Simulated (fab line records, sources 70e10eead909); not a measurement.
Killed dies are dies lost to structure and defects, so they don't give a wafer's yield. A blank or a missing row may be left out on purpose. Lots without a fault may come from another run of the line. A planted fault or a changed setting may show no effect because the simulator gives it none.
Tool commonality check | flow nand_harc | 12 lots, 36 wafers sampled

WHY IT WAS OPENED
At NHARC_END_SORT_01 the reading killed_at_array is flagged on 2 of 12 lots. Wafers without a fault read 57, standard deviation 18.
Rule: a lot is flagged when every wafer of it that has a number lies more than 4 standard deviations from that mean, or none has a number. The other lots count as sound.

lot  | measured     | on        | killed_at_array, wafer by wafer | flag
L114 | day 24 18:43 | prober-01 | 74 95 69                        |
L116 | day 25 15:13 | prober-02 | 74 71 61                        |
L119 | day 26 22:14 | prober-01 | 48 49 63                        |
L120 | day 27 21:24 | prober-02 | 84 82 81                        |
L123 | day 28 04:21 | prober-01 | 103 85 87                       |
L124 | day 29 00:20 | prober-01 | 20 16 21                        |
L126 | day 29 05:50 | prober-01 | 56 52 54                        |
L125 | day 29 06:38 | prober-02 | 79 91 93                        |
L131 | day 30 10:23 | prober-01 | 78 67 63                        |
L130 | day 30 18:09 | prober-01 | 630 639 624                     | FLAGGED
L128 | day 30 19:10 | prober-02 | 630 633 642                     | FLAGGED
L137 | day 33 18:53 | prober-02 | 34 34 48                        |
The numbers of the flagged lots are 633 on average: +576 against the usual, or +32 standard deviations.

WHICH TOOL RAN EACH LOT
The record holds 4 process steps before the reading, out of a route of 1302 steps. In each cell: the tool, then ch and the chambers that the sampled wafers went through, then the start.
lot  | flag    | NHARC_A_CHANNEL_HOLE_D2_ETCH_19  | NHARC_A_CHANNEL_HOLE_D2_ETCH_20  | NHARC_A_CHANNEL_FILL_D2_ETCHBACK_19 | NHARC_A_CHANNEL_FILL_D2_ALD_25
L114 |         | har_etch-02 ch 0,1, day 13 14:02 | har_etch-02 ch 0,1, day 13 14:08 | rie_si-03 ch 0,1,3, day 14 22:14    | ald_hk-03 ch 0,1,2, day 15 11:38
L116 |         | har_etch-01 ch 0,1, day 14 11:44 | har_etch-01 ch 0,1, day 14 11:51 | rie_si-05 ch 1,2, day 15 16:52      | ald_hk-03 ch 0,1,2, day 16 06:54
L119 |         | har_etch-01 ch 0,1, day 15 10:46 | har_etch-01 ch 0,1, day 15 10:55 | rie_si-02 ch 0,3, day 16 16:44      | ald_hk-04 ch 0,2, day 17 08:50
L120 |         | har_etch-02 ch 0,1, day 15 10:40 | har_etch-02 ch 0,1, day 15 10:51 | rie_si-03 ch 1,2, day 16 16:44      | ald_hk-02 ch 0,2,3, day 17 08:12
L123 |         | har_etch-02 ch 0,1, day 16 12:53 | har_etch-02 ch 0,1, day 16 13:02 | rie_si-02 ch 0,3, day 17 17:15      | ald_hk-02 ch 1,3, day 18 06:21
L124 |         | har_etch-02 ch 0,1, day 17 15:11 | har_etch-02 ch 0,1, day 17 15:25 | rie_si-03 ch 0,2,3, day 18 22:28    | ald_hk-03 ch 1,2, day 19 11:43
L126 |         | har_etch-02 ch 0,1, day 18 11:02 | har_etch-02 ch 0,1, day 18 11:08 | rie_si-02 ch 0,3, day 19 17:40      | ald_hk-04 ch 1,2,3, day 20 06:59
L125 |         | har_etch-01 ch 1, day 17 16:34   | har_etch-01 ch 1, day 17 16:43   | rie_si-05 ch 2,3, day 18 22:26      | ald_hk-02 ch 1,2, day 19 09:56
L131 |         | har_etch-01 ch 0,1, day 19 23:07 | har_etch-01 ch 0,1, day 19 23:16 | rie_si-03 ch 0,3, day 21 04:38      | ald_hk-04 ch 0,1, day 21 16:41
L130 | FLAGGED | har_etch-01 ch 0,1, day 20 03:16 | har_etch-01 ch 0,1, day 20 03:23 | rie_si-02 ch 0,1,3, day 21 10:23    | ald_hk-03 ch 1,2, day 21 23:13
L128 | FLAGGED | har_etch-02 ch 0,1, day 20 00:37 | har_etch-02 ch 0,1, day 20 00:43 | rie_si-02 ch 0,2,3, day 21 04:38    | ald_hk-03 ch 0,2,3, day 21 16:05
L137 |         | har_etch-02 ch 0,1, day 22 21:41 | har_etch-02 ch 0,1, day 22 21:48 | rie_si-02 ch 1,2,3, day 24 03:47    | ald_hk-03 ch 0,1,2, day 24 15:57
What these steps do:
- NHARC_A_CHANNEL_HOLE_D2_ETCH_19: etches the open film in C4F8/O2/Ar, time 34.5 s.
- NHARC_A_CHANNEL_HOLE_D2_ETCH_20: etches the open film in C4F8/O2/Ar, time 361.9 s, target depth 1600 nm.
- NHARC_A_CHANNEL_FILL_D2_ETCHBACK_19: etches the open film in HBr/Cl2, target depth 5 nm, time 1.7 s.
- NHARC_A_CHANNEL_FILL_D2_ALD_25: deposits SiOx, target thk 60 nm, pulse time 10 s, ald cycles 600.
- NHARC_END_SORT_01

FLAGGED OVER TOTAL, TOOL BY TOOL (the gauges that took the reading come last)
step                                | tool        | lots run | flagged | share of the flagged lots | sound lots run after its first flagged lot
NHARC_A_CHANNEL_HOLE_D2_ETCH_19     | har_etch-01 | 5        | 1       | some                      | 0
NHARC_A_CHANNEL_HOLE_D2_ETCH_19     | har_etch-02 | 7        | 1       | some                      | 1 (L137)
NHARC_A_CHANNEL_HOLE_D2_ETCH_20     | har_etch-01 | 5        | 1       | some                      | 0
NHARC_A_CHANNEL_HOLE_D2_ETCH_20     | har_etch-02 | 7        | 1       | some                      | 1 (L137)
NHARC_A_CHANNEL_FILL_D2_ETCHBACK_19 | rie_si-02   | 6        | 2       | all                       | 1 (L137)
NHARC_A_CHANNEL_FILL_D2_ETCHBACK_19 | rie_si-03   | 4        | 0       | none                      | -
NHARC_A_CHANNEL_FILL_D2_ETCHBACK_19 | rie_si-05   | 2        | 0       | none                      | -
NHARC_A_CHANNEL_FILL_D2_ALD_25      | ald_hk-02   | 3        | 0       | none                      | -
NHARC_A_CHANNEL_FILL_D2_ALD_25      | ald_hk-03   | 6        | 2       | all                       | 1 (L137)
NHARC_A_CHANNEL_FILL_D2_ALD_25      | ald_hk-04   | 3        | 0       | none                      | -
NHARC_END_SORT_01                   | prober-01   | 7        | 1       | some                      | 0
NHARC_END_SORT_01                   | prober-02   | 5        | 1       | some                      | 1 (L137)

WHAT THE TABLE ALLOWS
2 rows of the table ran every flagged lot: rie_si-02 at NHARC_A_CHANNEL_FILL_D2_ETCHBACK_19, ald_hk-03 at NHARC_A_CHANNEL_FILL_D2_ALD_25.
- rie_si-02 at NHARC_A_CHANNEL_FILL_D2_ETCHBACK_19: 2 of its 6 lots flagged. Sound lots ran on it after the first flagged one (L137), which a lasting fault on the whole tool wouldn't allow. Its own readings lie more than 4 standard deviations out on every wafer of the flagged lots: oes_product_au.
- ald_hk-03 at NHARC_A_CHANNEL_FILL_D2_ALD_25: 2 of its 6 lots flagged. Sound lots ran on it after the first flagged one (L137), which a lasting fault on the whole tool wouldn't allow.
No row of the table ran every flagged lot and no sound lot after the first.

WHAT THE SIMULATOR HAD PUT IN
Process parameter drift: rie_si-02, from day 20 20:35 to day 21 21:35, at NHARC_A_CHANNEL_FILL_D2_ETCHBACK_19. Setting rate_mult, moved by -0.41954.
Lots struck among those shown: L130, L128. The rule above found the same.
